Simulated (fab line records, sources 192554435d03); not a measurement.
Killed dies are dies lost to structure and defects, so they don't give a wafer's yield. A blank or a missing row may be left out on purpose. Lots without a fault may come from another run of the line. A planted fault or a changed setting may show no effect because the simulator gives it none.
Which tool did it? | flow n5_finfet | 11 lots, 33 wafers sampled, at 3 steps of a route of 1938

WHAT THE GAUGES READ, wafer by wafer
N5_MOL_CONTACT_COAG_CD_MEAS_08: target cd 28 nm. Usual: cd_nm 27.94 nm, standard deviation 0.21.
lot  | measured     | on        | cd_nm (nm)        | flag
L499 | day 4 16:07  | cd_sem-01 | 27.95 28.40 27.94 |
L500 | day 5 00:16  | cd_sem-02 | 28.09 27.92 27.47 |
L501 | day 5 06:04  | cd_sem-03 | 27.66 27.61 27.82 |
L502 | day 5 13:41  | cd_sem-03 | 27.86 28.39 28.04 |
L503 | day 5 15:38  | cd_sem-03 | 28.33 28.36 28.04 |
L504 | day 5 21:23  | cd_sem-02 | 27.96 28.10 27.72 |
L505 | day 6 02:43  | cd_sem-01 | 27.93 27.57 28.07 |
L514 | day 8 11:44  | cd_sem-03 | 29.00 29.18 28.88 | OFF
L515 | day 8 13:55  | cd_sem-03 | 28.89 28.90 28.91 | OFF
L516 | day 8 22:53  | cd_sem-03 | 28.89 28.77 29.05 | OFF
L521 | day 10 12:31 | cd_sem-02 | 27.67 27.70 28.08 |

N5_MOL_CONTACT_COAG_INSPECT_10: inspects for defects (brightfield). Usual: raw_defect_count 80, standard deviation 28.
lot  | measured     | on                | raw_defect_count | flag
L499 | day 4 16:11  | defect_inspect-02 | 61 124 52        |
L500 | day 5 00:22  | defect_inspect-01 | 46 42 48         |
L501 | day 5 06:10  | defect_inspect-01 | 102 74 99        |
L502 | day 5 13:47  | defect_inspect-01 | 100 77 86        |
L503 | day 5 15:44  | defect_inspect-01 | 88 104 87        |
L504 | day 5 21:29  | defect_inspect-02 | 93 46 111        |
L505 | day 6 02:48  | defect_inspect-01 | 259 130 175      | OFF
L514 | day 8 11:50  | defect_inspect-02 | 76 99 90         |
L515 | day 8 14:00  | defect_inspect-01 | 86 82 96         |
L516 | day 8 22:58  | defect_inspect-02 | 61 89 113        |
L521 | day 10 12:36 | defect_inspect-02 | 85 65 44         |

WHICH TOOL RAN EACH LOT (tool, then ch and the chambers of the sampled wafers, then the start)
lot  | N5_GATE_CUT_CMP_43
L499 | cmp-01 ch 0,2,3, day 4 15:08
L500 | cmp-03 ch 1,3, day 4 23:16
L501 | cmp-02 ch 1,2, day 5 05:04
L502 | cmp-01 ch 0,2,3, day 5 12:38
L503 | cmp-01 ch 0,2, day 5 14:38
L504 | cmp-02 ch 1,3, day 5 20:28
L505 | cmp-02 ch 2,3, day 6 01:35
L514 | cmp-02 ch 0,2,3, day 8 10:40
L515 | cmp-02 ch 0,1, day 8 12:54
L516 | cmp-03 ch 0,2, day 8 21:45
L521 | cmp-01 ch 0,1, day 10 11:14
- N5_GATE_CUT_CMP_43: polishes SiO2.

WHAT THE TOOLS THEMSELVES READ (means of the sampled wafers that have a number; where no wafer has one, the mark that the record gives instead)
N5_GATE_CUT_CMP_43. Usual: motor_current_A 11.8 A, standard deviation 0.93; slurry_filter_dp_kPa 13.49 kPa, standard deviation 0.15.
lot  | tool   | motor_current_A (A) | slurry_filter_dp_kPa (kPa) | flag
L499 | cmp-01 | 11.5                | 13.43                      |
L500 | cmp-03 | 12.4                | 13.39                      |
L501 | cmp-02 | 12.4                | 13.40                      |
L502 | cmp-01 | 11.5                | 13.60                      |
L503 | cmp-01 | 11.3                | 13.54                      |
L504 | cmp-02 | 12.4                | 13.68                      |
L505 | cmp-02 | 11.6                | 13.53                      |
L514 | cmp-02 | 11.3                | 13.57                      |
L515 | cmp-02 | 10.9                | 13.42                      |
L516 | cmp-03 | 12.3                | 13.59                      |
L521 | cmp-01 | 11.6                | 13.63                      |

THE ANSWER, worked out from the rows above alone
Rule: a lot is off if the mean of its wafers that have a number lies more than 3 standard deviations from the usual mean. A lot without any number at a reading at which 4 lots or more have one is off too. The other lots that the step has rows for count as sound. The gauges are gone through in route order, then the tools' own readings, and for those a lot's mean is taken as printed above. The first step at which some lot is off is used, and at that step the reading that is off furthest; a lot without a number counts as furthest.
Off: L514, L515, L516, at N5_MOL_CONTACT_COAG_CD_MEAS_08 (cd_nm).
A tool fits if, at a process step before that reading, it ran every lot that is off, and no sound lot after the first of them. The gauges at N5_MOL_CONTACT_COAG_CD_MEAS_08 are tried like those tools. One fits: cd_sem-03 at N5_MOL_CONTACT_COAG_CD_MEAS_08. Its last sound lot is L503 (day 5 15:38), its first lot that is off L514 (day 8 11:44): a fault that began between those two fits.

WHAT THE SIMULATOR HAD PUT IN
Metrology matching offset: cd_sem-03, from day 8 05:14 on, at N5_MOL_CONTACT_COAG_CD_MEAS_08. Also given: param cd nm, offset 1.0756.
Lots struck among those shown: L514, L515, L516. The rule above found the same.
